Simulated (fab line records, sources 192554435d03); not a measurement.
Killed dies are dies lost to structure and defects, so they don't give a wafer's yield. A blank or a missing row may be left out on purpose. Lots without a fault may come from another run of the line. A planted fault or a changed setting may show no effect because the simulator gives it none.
Chamber matching | flow n5_finfet | N5_FIN_SAQP_FIN_ETCH_36 on rie_si-02: 4 sister chambers
The step etches the open film in HBr/Cl2/O2, target depth 120 nm, time 50.4 s. 8 wafers are shown with their chamber, then 10 later ones without.

WAFERS WITH THEIR CHAMBER
wafer  | chamber | throttle_valve_pct (%) | drypump_motor_current_A (A)
L079.1 | 3       | 36.13                  | 5.3
L079.5 | 2       | 35.74                  | 5.9
L091.6 | 1       | 36.07                  | 5.5
L092.4 | 3       | 36.12                  | 5.3
L092.5 | 0       | 35.65                  | 5.3
L092.6 | 1       | 36.05                  | 5.5
L093.1 | 2       | 35.78                  | 6.0
L093.4 | 0       | 35.68                  | 5.2

WAFERS WITHOUT THEIR CHAMBER
wafer  | throttle_valve_pct (%) | drypump_motor_current_A (A)
L093.6 | 35.66                  | 5.3
L094.1 | 35.74                  | 5.9
L094.2 | 36.08                  | 5.5
L094.3 | 36.15                  | 5.3
L095.1 | 36.15                  | 5.3
L095.2 | 36.08                  | 5.6
L095.3 | 35.67                  | 5.3
L097.1 | 35.66                  | 5.2
L097.3 | 36.13                  | 5.3
L097.6 | 36.07                  | 5.6

WHICH CHAMBER EACH WENT THROUGH
wafer  | from the rows above | in truth
L093.6 | 0                   | 0
L094.1 | 2                   | 2
L094.2 | 1                   | 1
L094.3 | 3                   | 3
L095.1 | 3                   | 3
L095.2 | 1                   | 1
L095.3 | 0                   | 0
L097.1 | 0                   | 0
L097.3 | 3                   | 3
L097.6 | 1                   | 1
Placed correctly: 10 of 10. Can't be placed from these rows: 0. Placed wrongly: 0.
How it was worked out, from the rows above alone: a wafer's distance from a chamber is the root of the sum, over the readings, of the square of ((its reading less the chamber's mean) divided by the reading's scatter). The wafer belongs to the nearest chamber; if the next one is less than 2 further off, it can't be placed. A chamber's mean is the mean of its shown wafers. The scatter: the root of (the sum of the squares of (reading less its chamber's mean) over the shown wafers, divided by (wafers less chambers)).
